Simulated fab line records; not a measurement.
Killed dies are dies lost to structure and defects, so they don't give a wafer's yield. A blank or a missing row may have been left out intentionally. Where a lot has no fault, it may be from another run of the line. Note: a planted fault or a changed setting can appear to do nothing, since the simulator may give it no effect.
A lot that was struck, set against a sound lot    flow n5 finfet    16 steps out of a route of 1938
Sound: the wafers L229.3, L229.5, L229.6. Struck: wafer L231.6; the same lot's L231.5 was not struck, so it is left out; see the end for the cause.
Order at every step that has rows: each side's tool, ch and its chambers, its first start. Under that, the readings that differ: sound wafers    struck wafers    difference of the means    sigmas: that difference in standard deviations of wafers without a fault.
alike: words and numbers the same on both sides, and readings whose means are apart by under 2 such deviations; not compared: readings that were withheld, readings missing a value for some wafer, numbers with overlapping values and no deviation given by the record, and bounds like >300 which may hide the same value.
The two part at a step that has a row with sigmas, a row that says differs or no value, or rows on one side only. When numbers do not overlap yet have no deviation, they are printed without sigmas and do not part them. A reading that every wafer of one side lacks parts them only if that side has two wafers or more.

first, 1 step without rows for these wafers: N5_BEOL_M1_DEVELOP_27 (develop time 30 s).
N5_BEOL_M1_CD_MEAS_28: target cd y 23.3 nm.
  sound on cd sem-02 ch 0, day 7 19:01; struck on cd sem-02 ch 0, day 8 14:33
  alike: cd nm
N5_BEOL_M1_OVL_MEAS_29:
  sound on overlay-02 ch 0, day 7 19:03; struck on overlay-02 ch 0, day 8 14:36
  alike: V0_OVL
N5_BEOL_M1_INSPECT_30: inspects for defects (brightfield).
  struck on defect inspect-02, day 8 14:38; sound on defect inspect-02, day 7 19:06
  alike: raw defect count
then, 1 step without rows for these wafers: N5_BEOL_M1_DESCUM_33 (chemistry O2, time 7 s).
N5_BEOL_M1_ETCH_77: etches underlayer in N2/H2, target depth 6.5 nm, time 5.2 s.
  sound on rie diel-06 ch 0,1,3, day 7 19:10; struck on rie diel-03 ch 2, day 8 14:43
  alike: drypump motor current A, etch rf on time s, oes product au, rf fwd power W, rf vpp V, showerhead plenum p Torr, throttle valve pct
  not compared: rf hours counter h
N5_BEOL_M1_ETCH_69: etches SiARC in CF4, target depth 15.6 nm, time 26 s.
  sound on rie diel-06 ch 0,1,3, day 7 19:11; struck on rie diel-03 ch 2, day 8 14:46
reading             sound              struck  difference  sigmas
rf fwd power W (W)  532.3 528.1 532.3  535.7   +4.8        +3
  alike: drypump motor current A, etch rf on time s, oes product au, rf vpp V, showerhead plenum p Torr, throttle valve pct
  not compared: rf hours counter h
N5_BEOL_M1_ALD_98: deposits SiO2, target thk 2.5 nm, pulse time 1 s, co reactant pulse time 1 s.
  sound on ald sin-03 ch 1,2, day 7 19:16; struck on ald sin-04 ch 2, day 8 15:38
reading                     sound              struck  difference  sigmas
precursor pulse height rel  0.976 1.002 1.023  1.037   +0.037      +2
  alike: heater power w
N5_BEOL_M1_ETCHBACK_99: etches SiO2 in CHF3, target depth 5 nm, time 10.4 s.
  sound on rie diel-03 ch 1,2,3, day 8 11:32; struck on rie diel-01 ch 1, day 8 23:52
reading                 sound              struck  difference  sigmas
throttle valve pct (%)  16.95 16.88 17.01  17.35   +0.40       +3
  alike: CHF3_flow_sccm, drypump motor current A, oes product au, rf fwd power W, rf vpp V, showerhead plenum p Torr
  not compared: rf hours counter h
N5_BEOL_M1_ETCH_70: etches SOC in N2/H2, target depth 80 nm, overetch 16 nm, time 120 s.
  sound on rie diel-03 ch 1,2,3, day 8 11:34; struck on rie diel-01 ch 1, day 8 23:55
reading                 sound              struck  difference  sigmas
throttle valve pct (%)  17.70 17.53 17.79  18.20   +0.53       +3
  alike: drypump motor current A, oes product au, rf fwd power W, rf vpp V, run length s, showerhead plenum p Torr, temp c
  not compared: rf hours counter h
then, 2 steps without rows for these wafers: N5_BEOL_M1_STRIP_71 (strips in N2/H2); N5_BEOL_M1_STRIP_78 (strips in N2/H2).
N5_BEOL_M1_VIA_ETCH_34: etches the open film in C4F6/O2, target depth 67.8 nm, time 64.4 s.
  sound on rie diel-03 ch 1,2,3, day 8 11:40; struck on rie diel-01 ch 1, day 9 00:01
reading                                   sound              struck  difference  sigmas
run length s (s)                          87.8 87.5 87.4     71.1    -16.5       -42
throttle valve pct (%)                    30.42 30.49 30.76  30.98   +0.42       +2
model.etch.depth nm (nm)                  66.96 67.96 68.71  50.38   -17.50      
model.SOC_of_BEOL_M1_COAT_67.thk nm (nm)  52 52 51.6         53.8    +1.9        
  alike: O2_flow_sccm, drypump motor current A, oes product au, rf vpp V, showerhead plenum p Torr
  not compared: rf fwd power W, rf hours counter h
then, 1 step without rows for these wafers: N5_BEOL_M1_STRIP_83 (strips in C4F6/O2).
-- here the record skips 5 days between the struck wafers' starts before and after, leaving off in module BEOL_M1 and picking up in module BEOL_M4 (first step shown: number 1111 of the route) --
N5_BEOL_M4_RC_MEAS_101:
  sound on prober-02 ch 0, day 13 01:53; struck on prober-02 ch 0, day 13 23:40
  alike: DIBL_N, DIBL_P, IOFF_N, IOFF_P, ION_N, ION_P, SS_N, SS_P, VT_N, VT_P
-- the record jumps here: 5 days lie between the struck wafers' starts before and after (it left off in module BEOL_M4 and takes up again in module PASSIVATION, whose first step shown is number 1936 of the route) --
N5_PASSIVATION_PROBE_49:
  struck on prober-02, day 18 14:26; sound on prober-01, day 17 04:38
reading          sound  struck  difference  sigmas
killed at other  4 0 0  8       +7          +2
  alike: defect limited yield, killed_at_M0_to_M3, killed_at_M4_up, killed at contacts, killed at front end, killed dies, killed open, killed short, sort_bin_5_function, sort_bin_6_memory, sort n pass, sort yield pct

== WHERE THEY PART ==
At N5_BEOL_M1_ETCH_69 first; at N5_PASSIVATION_PROBE_49 last (within this record only).

WHY: what had been put in by the simulator
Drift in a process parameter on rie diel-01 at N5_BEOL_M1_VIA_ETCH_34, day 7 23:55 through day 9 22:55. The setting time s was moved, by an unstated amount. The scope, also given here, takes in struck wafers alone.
